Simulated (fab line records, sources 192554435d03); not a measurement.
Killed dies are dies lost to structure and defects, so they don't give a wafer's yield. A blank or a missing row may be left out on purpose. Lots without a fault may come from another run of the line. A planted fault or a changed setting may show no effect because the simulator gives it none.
Chamber matching | flow n5_finfet | N5_BEOL_M9_DEP_56 on pecvd-03: 3 sister chambers
The step deposits SiCN from 3MS/NH3, target thk 15 nm, time 26.5 s. 3 wafers are shown with their chamber, then 7 later ones without.

WAFERS WITH THEIR CHAMBER
wafer  | chamber | throttle_valve_pct (%)
L088.6 | 0       | 10.0
L092.1 | 2       | 8.9
L092.2 | 1       | 8.9

WAFERS WITHOUT THEIR CHAMBER
wafer  | throttle_valve_pct (%)
L092.6 | 8.4
L093.1 | 9.1
L093.4 | 8.7
L093.5 | 8.7
L095.1 | 8.6
L095.2 | 10.0
L095.4 | 8.6

WHICH CHAMBER EACH WENT THROUGH
wafer  | from the rows above     | in truth
L092.6 | can't be placed: 1 or 2 | 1
L093.1 | can't be placed: 1 or 2 | 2
L093.4 | can't be placed: 1 or 2 | 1
L093.5 | can't be placed: 1 or 2 | 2
L095.1 | can't be placed: 1 or 2 | 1
L095.2 | 0                       | 0
L095.4 | can't be placed: 1 or 2 | 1
Placed correctly: 1 of 7. Can't be placed from these rows: 6 (the true chamber is among the candidates in 6). Placed wrongly: 0.
How it was worked out, from the rows above alone: a wafer's distance from a chamber is the root of the sum, over the readings, of the square of ((its reading less the chamber's mean) divided by the reading's scatter). The wafer belongs to the nearest chamber; if the next one is less than 2 further off, it can't be placed. A chamber's mean is the mean of its shown wafers. The scatter: with one shown wafer a chamber, the root of the mean of the squares of how far each hidden wafer lies from its nearest shown one.
